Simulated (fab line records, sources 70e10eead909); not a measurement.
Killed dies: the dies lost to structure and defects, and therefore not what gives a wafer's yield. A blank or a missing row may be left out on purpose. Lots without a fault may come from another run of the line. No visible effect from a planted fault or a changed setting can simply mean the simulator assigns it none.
What tool caused it? -- flow nand_harc -- 13 lots, 36 wafers sampled, at 4 steps of a route of 1302

## WHAT THE GAUGES READ, wafer by wafer
NHARC_A_CONTACT_INSPECT_23. Usual: raw_defect_count 525, standard deviation 120.
lot,measured,on,raw_defect_count,flag
L692,day 22 21:26,defect_inspect-01,614 670 559,
L693,day 23 19:46,defect_inspect-02,511 569 589,
L694,day 24 04:42,defect_inspect-02,490 535 565,
L697,day 25 01:36,defect_inspect-01,359 538 485,
L699,day 26 05:28,defect_inspect-01,705 476 446,
L700,day 27 00:22,defect_inspect-02,570 349 509,
L702,day 27 17:44,defect_inspect-02,425 422,
L704,day 28 06:16,defect_inspect-01,474 554,
L705,day 29 00:08,defect_inspect-01,533 497,
L711,day 30 20:13,defect_inspect-01,418 362 378,
L712,day 30 22:13,defect_inspect-01,497 501 448,
L713,day 31 12:08,defect_inspect-01,465 536 402,
L714,day 32 20:54,defect_inspect-02,489 659 432,

NHARC_A_BLC_CD_MEAS_10 targets a cd of 100 nm. Usual: cd_nm 100.2 nm, standard deviation 0.71.
lot,measured,on,cd_nm (nm),flag
L692,day 22 21:49,cd_sem-01,98.9 99.7 101.3,
L693,day 23 20:10,cd_sem-03,98.0 98.9 99.9,
L694,day 24 05:13,cd_sem-01,100.9 99.9 100.4,
L697,day 25 02:07,cd_sem-01,100.6 99.4 99.5,
L699,day 26 05:50,cd_sem-02,100.1 100.0 99.1,
L700,day 27 00:53,cd_sem-03,100.2 101.9 99.9,
L702,day 27 18:08,cd_sem-01,107.0 107.5,OFF
L704,day 28 06:39,cd_sem-02,106.5 106.1,OFF
L705,day 29 00:38,cd_sem-03,105.0 100.3,OFF
L711,day 30 20:43,cd_sem-03,100.0 98.8 99.5,
L712,day 30 22:36,cd_sem-03,99.6 100.5 98.8,
L713,day 31 12:38,cd_sem-02,99.3 99.9 98.9,
L714,day 32 21:18,cd_sem-03,100.3 99.4 100.6,

## EACH LOT AND THE TOOL THAT RAN IT (in order: tool; ch and the chambers of the sampled wafers; start)
lot,NHARC_A_CONTACT_ETCH_98,NHARC_A_BLC_PEB_08
L692,"rie_diel-04 ch 0,1,3, day 22 21:26 or earlier","litho_track-06 ch 0, day 22 21:44"
L693,"rie_diel-07 ch 0,1,3, day 23 17:15","litho_track-06 ch 0, day 23 20:04"
L694,"rie_diel-07 ch 0,1,2, day 24 02:04","litho_track-06 ch 0, day 24 05:07"
L697,"rie_diel-07 ch 0,3, day 25 01:36 or earlier","litho_track-06 ch 0, day 25 02:02"
L699,"rie_diel-11 ch 0,1, day 26 05:28 or earlier","litho_track-04 ch 0, day 26 05:46"
L700,"rie_diel-07 ch 0, day 26 21:26","litho_track-04 ch 0, day 27 00:48"
L702,"rie_diel-07 ch 0,2, day 27 17:44 or earlier","litho_track-06 ch 0, day 27 18:03"
L704,"rie_diel-04 ch 0, day 28 06:16 or earlier","litho_track-06 ch 0, day 28 06:34"
L705,"rie_diel-07 ch 1,3, day 29 00:08 or earlier","litho_track-06 ch 0, day 29 00:34"
L711,"rie_diel-11 ch 1,2, day 30 20:13 or earlier","litho_track-04 ch 0, day 30 20:38"
L712,"rie_diel-07 ch 0,1,3, day 30 22:13 or earlier","litho_track-01 ch 0, day 30 22:31"
L713,"rie_diel-07 ch 0,1,2, day 31 12:08 or earlier","litho_track-06 ch 0, day 31 12:34"
L714,"rie_diel-07 ch 0,3, day 32 20:54 or earlier","litho_track-01 ch 0, day 32 21:13"
- NHARC_A_CONTACT_ETCH_98: etches the open film in C4F6/O2, target depth 20 nm, time 10 s.
- NHARC_A_BLC_PEB_08: peb time 65 s.

## AS READ BY THE TOOLS THEMSELVES (means over the sampled wafers that have a number; for cases with no such wafer, the mark the record gives instead)
NHARC_A_CONTACT_ETCH_98. Usual: drypump_motor_current_A 5.5 A, standard deviation 0.46; oes_product_au 0.952 a.u., standard deviation 0.021; rf_vpp_V 548.0 V, standard deviation 2.7; showerhead_plenum_p_Torr 3.98 Torr, standard deviation 0.14; throttle_valve_pct 26.902 %, standard deviation 0.0093.
lot,tool,drypump_motor_current_A (A),oes_product_au (a.u.),rf_vpp_V (V),showerhead_plenum_p_Torr (Torr),throttle_valve_pct (%),flag
L692,rie_diel-04,5.6,0.966,548.8,4.01,26.901,
L693,rie_diel-07,5.5,0.948,548.1,4.03,26.904,
L694,rie_diel-07,5.4,0.947,548.5,3.99,26.898,
L697,rie_diel-07,5.6,0.968,548.6,3.99,26.913,
L699,rie_diel-11,5.7,0.957,542.5,3.70,26.899,
L700,rie_diel-07,4.7,0.968,546.5,3.91,26.905,
L702,rie_diel-07,5.1,0.950,546.0,3.90,26.898,
L704,rie_diel-04,5.5,0.944,551.3,4.17,26.902,
L705,rie_diel-07,5.8,0.948,549.5,4.07,26.899,
L711,rie_diel-11,5.9,0.961,542.8,3.73,26.897,
L712,rie_diel-07,5.5,0.925,549.1,4.02,26.892,
L713,rie_diel-07,5.3,0.959,548.3,3.97,26.909,
L714,rie_diel-07,5.5,0.932,548.6,3.97,26.895,

## THE ANSWER, worked out from the rows above alone
Rule: take the mean of a lot's wafers that have a number; if it is more than 3 standard deviations from the usual mean, the lot is off. Also off: a lot with no number at a reading for which 4 or more lots have one. All remaining lots with rows at the step are treated as sound. First the gauges in route order, then the tools' own readings, where a lot's mean is used as printed above. The first step at which some lot is off is used, and at that step the reading that is off furthest; a lot without a number counts as furthest.
Off, at NHARC_A_BLC_CD_MEAS_10 on cd_nm: L702, L704, L705.
A tool fits if, at a process step before that reading, it ran every lot that is off, and no sound lot after the first of them. Gauges at NHARC_A_BLC_CD_MEAS_10: tried the same way as those tools. NHARC_A_CONTACT_ETCH_98: start missing for some lots; hours and lot order therefore follow NHARC_A_CONTACT_INSPECT_23. Not one of the candidates tried fits.

## WHAT WAS PUT IN BY THE SIMULATOR
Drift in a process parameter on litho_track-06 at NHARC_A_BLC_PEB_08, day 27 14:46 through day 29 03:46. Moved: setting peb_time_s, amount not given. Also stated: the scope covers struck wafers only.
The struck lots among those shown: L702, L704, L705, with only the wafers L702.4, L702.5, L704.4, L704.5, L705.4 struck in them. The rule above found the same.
